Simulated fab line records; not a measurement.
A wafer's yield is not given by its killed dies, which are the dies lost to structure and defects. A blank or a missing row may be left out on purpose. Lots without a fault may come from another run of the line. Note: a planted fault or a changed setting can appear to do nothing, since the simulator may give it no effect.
fab line records	flow nand-harc
record lots=6	wafers=18	last-day=34
route steps=1302 shown A_SGD_CUT@918 A_SLIT@922
lots that met no fault: taken from a fault-free run of the same line
start-h: hours from the record's opening day to when the first of the lot's shown wafers began	wait-h: hours from the lot's prior step to this one	" repeats the value in the row above	L1.1+2: a single row standing in for several wafers	- either no value or no given start	* or withheld: withheld	< > ~ a bound
route shown NAME@n: NAME is a module with steps in the file, n the number in the route of the first one	usual: average and standard deviation across the fault-free wafers	same: alike in all rows	chamber/n: place in a boat	sites: the reading at each site	_std_site: the standard deviation of these	_edge_site: mean of outer sites minus mean of inner sites	radius-mm: for every site, how far away it sits from the centre of the wafer	mask NAME#n: copy n	behind: tool/chamber where the wafer was last shaped	hold: the reason the lot was held/the length of the hold in hours/how it ended	device: which transistor (n, p or np) failed to switch	end of line: the route-end tests of the same wafers	a step given without rows: its recipe and nothing more	killed: dies that structure and defects cost at the first sort, which is not the same as the wafer's yield	map: the dies of a wafer, with x for killed, . for not killed, _ for no die there
set.NAME: the setting the step ran with; set.NAME@STEP: the setting that earlier step ran with	model.NAME: the simulator's own value behind a step, which no gauge read
certain route steps with their lots: each step a table, each wafer a row
services: a tool's chamber out of use, with start hour (start-h, from the record's first day; less than 0 if before it), hours out, and reason
## steps
# step NHARC_A_SGD_CUT_ETCH_26
# recipe target-depth-a=458	chemistry=dHF	material=SiO2
# step NHARC_A_SGD_CUT_ETCHBACK_24
# recipe target-depth-a=500	over-etch-frac=0.3	time-s=92.857	ion-energy-ev=120	ch3f-flow-sccm=50	o2-flow-sccm=30	ar-flow-sccm=200	rf-w=500	bias-w=100	chemistry=CH3F/O2
# step NHARC_A_SGD_CUT_STRIP_28
# recipe time-s=20	o2-flow-sccm=500	ar-flow-sccm=0	bias-w=0	chemistry=O2
# usual chamber-pressure-mTorr=60.01/0.097	drypump-motor-current-A=5.6/0.42	oes-product-au=1.002/0.0097	rf-vpp-V=57.9/0.83	showerhead-plenum-p-Torr=3.53/0.17	throttle-valve-pct=17.037/0.0096
lot.wafer	tool	chamber	start-h	wait-h	chamber-pressure-mTorr	drypump-motor-current-A	oes-product-au	rf-hours-counter-h	rf-vpp-V	showerhead-plenum-p-Torr	throttle-valve-pct
L603.2	rie-diel-13	3	-	-	60.00	6.3	1.009	8	57.6	3.31	17.023
L603.1	"	1	"	"	59.92	5.4	1.002	2	56.7	3.33	17.024
L603.5	"	0	"	"	59.94	5.5	1.009	-	58.2	3.42	17.035
L609.3	rie-diel-07	3	-	-	60.05	6.4	0.993	1	57.9	3.43	17.022
L609.2	"	1	"	"	60.08	6.0	1.009	2	58.8	3.42	17.053
L609.6	"	2	"	"	59.98	5.3	1.003	-	57.3	3.37	17.054
L612.1	rie-diel-13	3	-	-	59.99	6.3	0.997	1	57.1	3.31	17.037
L612.3	"	1	"	"	59.99	5.4	1.006	1	57.8	3.32	17.030
L612.5	"	3	"	"	59.95	6.3	1.000	-	57.2	3.31	17.028
L615.1	rie-diel-07	1	-	-	59.99	6.0	1.010	9	57.1	3.41	17.037
L615.4	"	3	"	"	59.98	6.4	1.013	8	57.7	3.42	17.038
L615.6	"	2	"	"	59.99	5.4	1.002	-	58.6	3.37	17.046
L622.3	rie-diel-13	0	-	-	60.03	5.5	1.002	7	57.3	3.41	17.037
L622.1	"	1	"	"	60.03	5.4	1.000	6	58.6	3.32	17.018
L622.6	"	3	"	"	59.99	6.2	1.004	-	57.0	3.30	17.058
L623.1	rie-diel-02	0	-	-	60.10	5.1	0.976	6	58.2	3.69	17.036
L623.4	"	2	"	"	60.07	5.7	1.012	4	58.6	3.72	17.027
L623.2	"	3	"	"	60.00	5.8	0.989	6	58.8	3.77	17.024
# step NHARC_A_SGD_CUT_INSPECT_25
# usual raw-defect-count=407/110
lot.wafer	tool	chamber	start-h	wait-h	raw-defect-count
L603.1	defect-inspect-02	-	455.72	-	329
L603.2	"	-	"	"	351
L603.5	"	-	"	"	254
L609.2	defect-inspect-01	-	505.71	-	603
L609.3	"	-	"	"	868
L609.6	"	-	"	"	534
L612.1	defect-inspect-01	-	542.99	-	418
L612.3	"	-	"	"	412
L612.5	"	-	"	"	480
L615.1	defect-inspect-02	-	586.28	-	348
L615.4	"	-	"	"	358
L615.6	"	-	"	"	345
L622.1	defect-inspect-01	-	637.03	-	465
L622.3	"	-	"	"	422
L622.6	"	-	"	"	500
L623.1	defect-inspect-01	-	668.57	-	352
L623.2	"	-	"	"	257
L623.4	"	-	"	"	241
# step NHARC_A_SLIT_DEP_25
# recipe target-thk-a=2000	temp-c=400	pressure-torr=6.5	rf-w=900	teos-flow-sccm=161.4	flow-sccm=2650	target-thk-nm=200	gas=O2	material=SiO2
# usual heater-power-w=596/89	throttle-valve-pct=15.8/0.5
lot.wafer	tool	chamber	start-h	wait-h	heater-power-w	throttle-valve-pct
L603.2	pecvd-01	1	456.12	0.4	493	16.0
L603.1	"	2	"	"	617	15.4
L603.5	"	1	"	"	508	16.3
L609.2	pecvd-04	2	505.78	0.1	692	15.5
L609.3	"	0	"	"	590	15.6
L609.6	"	0	"	"	603	15.4
L612.3	pecvd-02	2	543.06	0.1	668	16.5
L612.1	"	1	"	"	528	15.8
L612.5	"	0	"	"	729	14.9
L615.1	pecvd-02	2	586.42	0.1	642	16.8
L615.6	"	0	"	"	597	14.9
L615.4	"	1	"	"	586	16.0
L622.3	pecvd-01	2	637.43	0.4	583	16.6
L622.1	"	0	"	"	591	15.6
L622.6	"	2	"	"	591	16.5
L623.2	pecvd-04	2	668.64	0.1	659	15.7
L623.1	"	1	"	"	615	15.1
L623.4	"	2	"	"	659	15.7
# step NHARC_A_SLIT_DEP_00
# recipe target-thk-a=62000	temp-c=400	material=aC
# usual throttle-valve-pct=35.001/0.0086
lot.wafer	tool	chamber	start-h	wait-h	throttle-valve-pct
L603.1	acl-dep-01	0	459.81	-	34.996
L603.2	"	0	"	"	35.004
L603.5	"	0	462.32	-	34.985
L609.2	acl-dep-01	0	508.48	-	34.998
L609.3	"	0	"	"	34.990
L609.6	"	0	510.93	-	34.997
L612.1	acl-dep-03	0	543.41	-	34.994
L612.3	"	0	544.66	-	35.021
L612.5	"	0	545.92	-	35.012
L615.1	acl-dep-03	0	586.69	-	35.016
L615.4	"	0	588.56	-	34.990
L615.6	"	0	589.80	-	35.003
L622.1	acl-dep-02	0	637.73	-	35.000
L622.3	"	0	638.99	-	34.996
L622.6	"	0	640.87	-	34.997
L623.1	acl-dep-01	0	671.04	-	34.976
L623.2	"	0	"	"	35.002
L623.4	"	0	672.92	-	34.995
# step NHARC_A_SLIT_DEP_23
# recipe target-thk-a=1000	target-thk-nm=100	temp-c=400	pressure-torr=3.5	flow-sccm=200	rf-w=350	material=SiON
# usual heater-power-w=797/78
lot.wafer	tool	chamber	start-h	wait-h	heater-power-w
L603.2	pecvd-01	0	463.61	2.6	749
L603.1	"	2	"	"	660
L603.5	"	2	"	"	694
L609.2	pecvd-04	1	511.57	2.5	803
L609.3	"	0	"	"	806
L609.6	"	1	"	"	807
L612.3	pecvd-02	0	547.22	1.9	973
L612.1	"	1	"	"	759
L612.5	"	2	"	"	924
L615.1	pecvd-01	2	590.47	3.2	795
L615.6	"	2	"	"	812
L615.4	"	0	"	"	779
L622.1	pecvd-02	2	641.55	3.2	896
L622.3	"	0	"	"	790
L622.6	"	1	"	"	758
L623.2	pecvd-02	0	674.83	2.5	840
L623.1	"	2	"	"	939
L623.4	"	0	"	"	857
# step NHARC_A_SLIT_DEHYDRATE_01
# recipe temp-c=150	time-s=120
# step NHARC_A_SLIT_HMDS_02
# recipe time-s=30
# step NHARC_A_SLIT_COAT_03
# recipe spin-rpm=1500	resist-thk-nm=90
# step NHARC_A_SLIT_SOFTBAKE_04
# recipe temp-c=105	time-s=55
# step NHARC_A_SLIT_EBR_05
# step NHARC_A_SLIT_EXPOSE_06
# recipe na=1.35	dose-mj=60.82	mask-id=SLIT
# usual exposure-dose-mJ-cm2=60.83/0.052
lot.wafer	tool	chamber	start-h	wait-h	mask	exposure-dose-mJ-cm2
L603.1	arfi-scanner-02	0	464.24	-	SLIT#0	60.87
L603.2	"	0	"	"	SLIT#0	60.88
L603.5	"	0	"	"	SLIT#0	60.90
L609.2	arfi-scanner-03	0	512.11	-	SLIT#0	60.78
L609.3	"	0	"	"	SLIT#0	60.71
L609.6	"	0	"	"	SLIT#0	60.78
L612.1	arfi-scanner-02	0	547.61	-	SLIT#0	58.99
L612.3	"	0	"	"	SLIT#0	58.92
L612.5	"	0	"	"	SLIT#0	58.95
L615.1	arfi-scanner-02	0	590.99	-	SLIT#0	59.41
L615.4	"	0	"	"	SLIT#0	59.43
L615.6	"	0	"	"	SLIT#0	59.43
L622.1	arfi-scanner-01	0	642.06	-	SLIT#0	60.86
L622.3	"	0	"	"	SLIT#0	60.76
L622.6	"	0	"	"	SLIT#0	60.92
L623.1	arfi-scanner-01	0	675.37	-	SLIT#0	60.78
L623.2	"	0	"	"	SLIT#0	60.79
L623.4	"	0	"	"	SLIT#0	60.78
# step NHARC_A_SLIT_PEB_07
# recipe peb-temp-c=100	peb-time-s=65
# step NHARC_A_SLIT_DEVELOP_08
# recipe develop-time-s=35	dev-temp-c=23
# step NHARC_A_SLIT_CD_MEAS_09
# recipe target-cd-nm=300	landing-energy-ev=500
# usual cd-nm=299.8/0.55
# same landing-energy-ev=500
lot.wafer	tool	chamber	start-h	wait-h	cd-nm
L603.1	cd-sem-02	0	464.38	-	299.7
L603.2	"	0	"	"	300.9
L603.5	"	0	"	"	300.0
L609.2	cd-sem-02	0	512.25	-	299.2
L609.3	"	0	"	"	299.6
L609.6	"	0	"	"	299.8
L612.1	cd-sem-03	0	547.76	-	298.6
L612.3	"	0	"	"	299.1
L612.5	"	0	"	"	298.3
L615.1	cd-sem-01	0	591.13	-	299.4
L615.4	"	0	"	"	299.1
L615.6	"	0	"	"	298.8
L622.1	cd-sem-01	0	642.20	-	298.9
L622.3	"	0	"	"	299.4
L622.6	"	0	"	"	300.0
L623.1	cd-sem-01	0	675.51	-	299.9
L623.2	"	0	"	"	299.7
L623.4	"	0	"	"	299.9
# step NHARC_A_SLIT_OVL_MEAS_10
# usual overlay-x-nm=0.2/0.88	overlay-y-nm=-0.1/0.69
lot.wafer	tool	chamber	start-h	wait-h	overlay-x-nm	overlay-y-nm
L603.1	overlay-02	-	464.47	-	-0.6	-0.1
L603.2	"	-	"	"	-0.6	-0.2
L603.5	"	-	"	"	-0.7	-0.6
L609.2	overlay-01	-	512.34	-	-0.4	-0.5
L609.3	"	-	"	"	-1.0	-1.2
L609.6	"	-	"	"	-0.8	-0.6
L612.1	overlay-01	-	547.85	-	-0.4	0.7
L612.3	"	-	"	"	-0.6	1.2
L612.5	"	-	"	"	-0.6	0.5
L615.1	overlay-01	-	591.22	-	-0.2	0.4
L615.4	"	-	"	"	-0.5	0.3
L615.6	"	-	"	"	0.0	-0.3
L622.1	overlay-02	-	642.29	-	-1.1	-0.6
L622.3	"	-	"	"	-0.7	-0.8
L622.6	"	-	"	"	-0.8	-0.7
L623.1	overlay-01	-	675.61	-	0.3	-0.5
L623.2	"	-	"	"	-0.1	-0.3
L623.4	"	-	"	"	0.4	0.1
# step NHARC_A_SLIT_INSPECT_11
# usual raw-defect-count=66/31
lot.wafer	tool	chamber	start-h	wait-h	raw-defect-count
L603.1	defect-inspect-02	-	464.50	0.0	57
L603.2	"	-	"	"	73
L603.5	"	-	"	"	60
L609.2	defect-inspect-01	-	512.37	0.0	116
L609.3	"	-	"	"	127
L609.6	"	-	"	"	93
L612.1	defect-inspect-01	-	547.89	0.0	89
L612.3	"	-	"	"	72
L612.5	"	-	"	"	89
L615.1	defect-inspect-01	-	591.25	0.0	114
L615.4	"	-	"	"	84
L615.6	"	-	"	"	106
L622.1	defect-inspect-02	-	642.32	0.0	68
L622.3	"	-	"	"	65
L622.6	"	-	"	"	92
L623.1	defect-inspect-02	-	675.64	0.0	24
L623.2	"	-	"	"	32
L623.4	"	-	"	"	36
# step NHARC_A_SLIT_DESCUM_14
# recipe time-s=3	o2-flow-sccm=200	ar-flow-sccm=0	bias-power-w=0	chemistry=O2
# usual chamber-pressure-mTorr=59.99/0.056	drypump-motor-current-A=5.7/0.35	oes-product-au=1.002/0.011	rf-vpp-V=57.7/0.84	showerhead-plenum-p-Torr=1.91/0.087	throttle-valve-pct=11.312/0.0084
lot.wafer	tool	chamber	start-h	wait-h	chamber-pressure-mTorr	drypump-motor-current-A	oes-product-au	rf-hours-counter-h	rf-vpp-V	showerhead-plenum-p-Torr	throttle-valve-pct
L603.2	rie-diel-10	3	464.57	0.1	59.92	5.9	0.994	2	58.0	2.01	11.313
L603.1	"	1	"	"	60.05	6.0	1.012	3	57.3	1.85	11.322
L603.5	"	2	"	"	59.92	5.7	1.008	-	56.7	1.78	11.319
L609.2	rie-diel-10	3	512.43	0.1	60.00	5.9	1.012	5	58.9	2.01	11.304
L609.3	"	2	"	"	60.01	5.7	1.004	5	56.6	1.78	11.320
L609.6	"	3	"	"	60.01	5.9	1.004	-	57.8	2.01	11.330
L612.3	rie-diel-06	2	547.95	0.1	60.06	5.9	0.979	3	57.5	1.89	11.315
L612.1	"	3	"	"	59.99	5.3	0.976	3	57.3	1.97	11.301
L612.5	"	2	"	"	59.93	5.9	0.991	-	56.5	1.89	11.313
L615.4	rie-diel-06	2	591.32	0.1	59.94	5.9	0.994	5	57.3	1.89	11.302
L615.1	"	0	"	"	60.08	5.2	1.024	5	58.9	1.98	11.301
L615.6	"	2	"	"	59.96	5.9	1.000	-	58.7	1.89	11.314
L622.1	rie-diel-06	0	642.40	0.1	60.03	5.3	1.017	8	57.5	1.98	11.307
L622.3	"	1	"	"	60.04	5.5	0.999	8	56.8	2.00	11.291
L622.6	"	2	"	"	59.97	5.9	0.999	-	57.8	1.89	11.320
L623.2	rie-diel-06	2	675.70	0.1	60.11	5.9	0.995	0	58.1	1.89	11.301
L623.4	"	3	"	"	59.97	5.3	0.987	0	58.9	1.97	11.296
L623.1	"	0	"	"	60.00	5.3	1.009	0	56.9	1.98	11.320
# step NHARC_A_SLIT_ETCH_24
# recipe target-depth-a=1210	time-s=60.5	cf4-flow-sccm=100	chf3-flow-sccm=30	ar-flow-sccm=0	rf-w=500	bias-w=200	chemistry=CF4/CHF3
# usual chamber-pressure-mTorr=25.000/0.024	drypump-motor-current-A=5.7/0.33	oes-product-au=0.960/0.02	rf-vpp-V=370.5/2.4	showerhead-plenum-p-Torr=1.57/0.068	throttle-valve-pct=16.803/0.0087
lot.wafer	tool	chamber	start-h	wait-h	chamber-pressure-mTorr	drypump-motor-current-A	oes-product-au	rf-hours-counter-h	rf-vpp-V	showerhead-plenum-p-Torr	throttle-valve-pct	model.A_SLIT.cd-offset-nm
L603.2	rie-diel-10	3	464.65	0.1	25.024	5.9	0.958	2	373.9	1.65	16.793	0.1762
L603.1	"	1	"	"	24.983	6.0	0.985	3	368.7	1.53	16.815	0.298
L603.5	"	3	"	"	25.036	5.9	0.967	-	374.3	1.65	16.809	0.5581
L609.2	rie-diel-10	0	512.52	0.1	25.005	6.4	0.967	6	371.5	1.62	16.798	-1.304
L609.3	"	3	"	"	25.003	5.9	0.940	5	372.9	1.65	16.808	-0.6191
L609.6	"	0	"	"	25.011	6.4	0.951	-	371.9	1.62	16.810	-1.33
L612.3	rie-diel-06	0	548.05	0.1	25.008	5.3	0.987	4	373.3	1.63	16.793	-1.405
L612.1	"	1	"	"	25.022	5.5	0.962	3	371.6	1.64	16.806	-1.087
L612.5	"	2	"	"	24.995	5.9	0.949	-	370.7	1.55	16.814	-1.588
L615.1	rie-diel-06	1	591.40	0.1	24.987	5.5	0.918	5	373.1	1.64	16.814	-2.504
L615.4	"	2	"	"	24.985	5.9	0.913	5	369.3	1.55	16.818	-2.563
L615.6	"	2	"	"	25.003	5.9	0.921	-	370.1	1.55	16.794	-1.997
L622.1	rie-diel-06	2	642.48	0.1	25.016	5.9	0.928	9	371.2	1.55	16.816	-2.158
L622.3	"	3	"	"	24.980	5.3	0.911	9	372.2	1.62	16.812	-0.407
L622.6	"	2	"	"	25.031	5.9	0.934	-	370.8	1.55	16.809	-1.511
L623.2	rie-diel-06	2	675.80	0.1	25.037	5.9	0.966	0	370.1	1.55	16.821	-1.396
L623.1	"	3	"	"	25.012	5.3	0.948	0	372.6	1.62	16.799	-0.5661
L623.4	"	0	"	"	24.971	5.3	0.990	0	372.3	1.63	16.788	-0.3402
# step NHARC_A_SLIT_ETCH_15
# recipe target-depth-a=62000	over-etch-frac=0.3	time-s=1612	ion-energy-ev=150	o2-flow-sccm=400	cos-flow-sccm=20	ar-flow-sccm=0	rf-w=500	bias-w=300	chemistry=O2/COS
## services
tool	chamber	start-h	hours	kind
rie-diel-10	-	437.99	0.3	repair
pecvd-04	-	450.38	13.0	pm
arfi-scanner-02	-	457.47	2.6	repair
pecvd-01	1	459.17	21.9	repair
pecvd-02	2	480.54	13.4	repair
rie-diel-06	-	484.21	9.0	pm
arfi-scanner-02	-	486.95	4.0	pm
pecvd-01	-	509.99	13.0	pm
rie-diel-10	-	510.61	0.5	repair
rie-diel-10	3	517.12	12.5	repair
rie-diel-13	-	519.00	9.0	pm
pecvd-04	1	531.54	3.0	repair
pecvd-01	-	532.98	0.5	repair
rie-diel-13	0	547.53	12.4	repair
rie-diel-13	2	549.59	6.3	repair
acl-dep-01	-	551.57	13.0	pm
pecvd-02	-	589.35	13.0	pm
rie-diel-10	3	593.75	3.2	repair
rie-diel-10	-	596.52	9.0	pm
rie-diel-10	3	609.46	2.4	repair
rie-diel-13	1	610.55	9.0	repair
rie-diel-06	2	622.91	1.4	repair
rie-diel-10	1	623.57	7.8	repair
rie-diel-06	-	661.21	9.0	pm
## key
first-sign step=NHARC_A_SLIT_EXPOSE_06	reading=exposure-dose-mJ-cm2	direction=down	sigmas=32	usual=60.83	struck=59.19
effect step=NHARC_A_SLIT_CD_MEAS_09	reading=cd-nm	direction=down	sigmas=1.6	usual=299.8	struck=298.9	through=control-loop
model-effect step=NHARC_A_SLIT_ETCH_24	value=A_SLIT.cd-offset-nm	without=-0.5374	struck=-1.857
met-at NHARC_A_SLIT_EXPOSE_06
struck-wafers L612.1,L612.3,L612.5,L615.1,L615.4,L615.6
tester-left-out L612,L615
loop-trim step=NHARC_A_SLIT_EXPOSE_06	setting=dose	lots=L615
onset-between 464.24 547.61
fault kind=process-parameter-drift	tool=arfi-scanner-02	chamber=-	onset-h=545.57	steps=NHARC_A_SLIT_EXPOSE_06	channel=dose-mj	offset=-1.8331	shape=step	acts-in=these-recipes-only	stated=60.82
# tester-left-out: of these lots the tester's yield and bins aren't shown, on N5 and GAA mostly nor the transistor test; their killed dies are dies lost to structure and defects alone, not to doping, threshold or leakage, so they don't give the yield
# loop-trim: a control loop set the setting to another value than it would have without faults
